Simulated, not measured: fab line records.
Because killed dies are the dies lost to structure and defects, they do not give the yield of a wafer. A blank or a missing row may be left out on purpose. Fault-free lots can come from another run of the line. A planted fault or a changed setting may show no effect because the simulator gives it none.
Matching of chambers ; flow n5-finfet ; N5_ZERO_LAYER_DESCUM_16 on rie-diel-04: 4 sister chambers
The step chemistry O2, time 7.9 s. 14 wafers are shown with their chamber, then 7 later ones without.

## EACH WAFER AND ITS CHAMBER
wafer;chamber;throttle-valve-pct (%);showerhead-plenum-p-Torr (Torr);drypump-motor-current-A (A)
L525.3;2;20.09;2.20;5.7
L525.4;3;20.92;2.10;5.9
L525.6;3;20.91;2.10;5.9
L531.2;0;20.64;2.02;4.7
L531.5;3;20.94;2.09;5.9
L531.6;2;20.11;2.19;5.8
L535.2;1;20.56;2.06;6.0
L535.4;2;20.14;2.19;5.7
L535.5;0;20.64;2.02;4.7
L536.2;0;20.65;2.01;4.7
L536.3;3;20.95;2.09;6.0
L536.5;1;20.56;2.06;6.1
L538.1;2;20.14;2.19;5.7
L538.3;0;20.65;2.01;4.7

SIGNATURES (averages over the wafers above)
reading;chamber 0;chamber 1;chamber 2;chamber 3;scatter within a chamber
throttle-valve-pct;20.6450;20.5600;20.1200;20.9300;0.017
showerhead-plenum-p-Torr;2.0150;2.0600;2.1925;2.0950;0.00524
drypump-motor-current-A;4.700;6.050;5.725;5.925;0.0447
Rule: for a wafer and a chamber, the distance is found by dividing, reading by reading, the gap between the wafer's reading and the chamber's mean by the reading's scatter, squaring, summing and taking the root. The wafer belongs to the nearest chamber; if the next one is less than 2 further off, it can't be placed. The scatter is the square root of a quotient: the sum, over the shown wafers, of each reading's squared deviation from its chamber's mean, divided by wafers minus chambers.

## WAFERS WHOSE CHAMBER IS MISSING
wafer;throttle-valve-pct (%);showerhead-plenum-p-Torr (Torr);drypump-motor-current-A (A)
L538.5;20.14;2.19;5.7
L545.2;20.17;2.18;5.8
L545.3;20.57;2.05;6.1
L545.5;20.68;2.01;4.7
L547.1;20.18;2.18;5.7
L547.3;20.68;2.01;4.7
L547.5;20.69;2.01;4.7

## WHICH CHAMBER EACH ONE RAN IN
wafer;from the rows above;in truth
L538.5;2;2
L545.2;2;2
L545.3;1;1
L545.5;0;0
L547.1;2;2
L547.3;0;0
L547.5;0;0
Correct placement for 7 of the 7. Left unplaced by these rows: 0. Wrongly placed: 0.
